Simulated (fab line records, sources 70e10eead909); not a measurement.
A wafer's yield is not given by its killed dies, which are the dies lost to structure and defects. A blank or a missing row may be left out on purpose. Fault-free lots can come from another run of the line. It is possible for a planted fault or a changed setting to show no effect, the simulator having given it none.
Chamber matching + flow nand harc + NHARC_P_GATE_STRIP_108 on rie diel-07 has 4 sister chambers
The step strips in O2. 4 wafers are shown with their chamber, then 7 later ones without.

== WAFERS, EACH WITH ITS CHAMBER ==
| wafer  | chamber | oes product au (a.u.) |
|--------|---------|-----------------------|
| L634.2 | 2       | 0.997                 |
| L635.4 | 3       | 0.994                 |
| L637.1 | 0       | 0.997                 |
| L637.3 | 1       | 0.994                 |

== WAFERS MISSING THEIR CHAMBER ==
| wafer  | oes product au (a.u.) |
|--------|-----------------------|
| L637.6 | 1.004                 |
| L641.1 | 1.017                 |
| L641.4 | 1.001                 |
| L641.5 | 1.001                 |
| L649.3 | 1.009                 |
| L649.4 | 1.016                 |
| L649.6 | 1.002                 |

== EACH ONE'S CHAMBER ==
| wafer  | from the rows above               | in truth |
|--------|-----------------------------------|----------|
| L637.6 | can't be placed: 0 or 2 or 1 or 3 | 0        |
| L641.1 | can't be placed: 0 or 2 or 1 or 3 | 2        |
| L641.4 | can't be placed: 0 or 2 or 1 or 3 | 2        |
| L641.5 | can't be placed: 0 or 2 or 1 or 3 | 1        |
| L649.3 | can't be placed: 0 or 2 or 1 or 3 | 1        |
| L649.4 | can't be placed: 0 or 2 or 1 or 3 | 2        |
| L649.6 | can't be placed: 0 or 2 or 1 or 3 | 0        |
0 of 7 placed correctly. Can't be placed from these rows: 7 (the true chamber is among the candidates in 7). Placed wrongly: 0.
How it was worked out, from the rows above alone: a wafer's distance from a chamber is the root of the sum, over the readings, of the square of ((its reading less the chamber's mean) divided by the reading's scatter). If the next closest chamber is less than 2 further off than the closest, the wafer can't be placed; otherwise it belongs to the closest. For every chamber, the mean is computed from those of its wafers that are shown. The scatter (one wafer shown for each chamber): square how far every hidden wafer sits from the nearest shown wafer, average those squares and take the square root.
